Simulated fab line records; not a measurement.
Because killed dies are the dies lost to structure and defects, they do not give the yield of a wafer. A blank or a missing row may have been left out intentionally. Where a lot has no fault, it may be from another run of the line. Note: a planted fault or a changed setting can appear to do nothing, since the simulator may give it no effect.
Matching of chambers	flow n5-finfet	4 sister chambers for N5_FIN_CUT_CUT_ETCH_28 on rie-si-03
The step etches Si in HBr/Cl2/O2, target depth 6 nm, time 2.4 s. 14 wafers are shown with their chamber, then 6 later ones without.

## WAFERS PAIRED WITH THEIR CHAMBERS
wafer	chamber	throttle-valve-pct (%)	oes-product-au (a.u.)
L515.1	2	37.13	1.002
L515.3	3	36.93	1.012
L517.1	0	37.15	0.969
L517.2	3	36.94	1.003
L517.5	0	37.14	0.968
L518.1	1	37.38	1.007
L518.2	2	37.11	1.015
L518.5	2	37.12	1.002
L519.1	3	36.94	1.012
L519.3	2	37.12	1.013
L519.6	1	37.39	1.008
L520.2	1	37.37	1.009
L520.3	2	37.11	0.998
L520.6	3	36.94	1.006

SIGNATURES (averages over the wafers above)
reading	chamber 0	chamber 1	chamber 2	chamber 3	scatter within a chamber
throttle-valve-pct	37.1450	37.3800	37.1180	36.9375	0.00778
oes-product-au	0.96850	1.00800	1.00600	1.00825	0.00538
Rule: for each reading, subtract the chamber's mean from the wafer's reading, divide by that reading's scatter and square the result; add these up over the readings and take the root, which gives the wafer's distance from the chamber. If the next closest chamber is less than 2 further off than the closest, the wafer can't be placed; otherwise it belongs to the closest. The scatter: the root of (the sum of the squares of (reading less its chamber's mean) over the shown wafers, divided by (wafers less chambers)).

## WAFERS WITHOUT THEIR CHAMBER
wafer	throttle-valve-pct (%)	oes-product-au (a.u.)
L522.2	37.12	0.993
L522.5	37.38	1.013
L522.6	37.15	0.964
L534.3	37.38	1.009
L534.5	37.15	0.973
L534.6	36.93	1.007

## WHICH CHAMBER EACH ONE RAN IN
wafer	from the rows above	in truth
L522.2	2	2
L522.5	1	1
L522.6	0	0
L534.3	1	1
L534.5	0	0
L534.6	3	3
Placed correctly: 6 of 6. From these rows, 0 cannot be placed. Wrongly placed: 0.
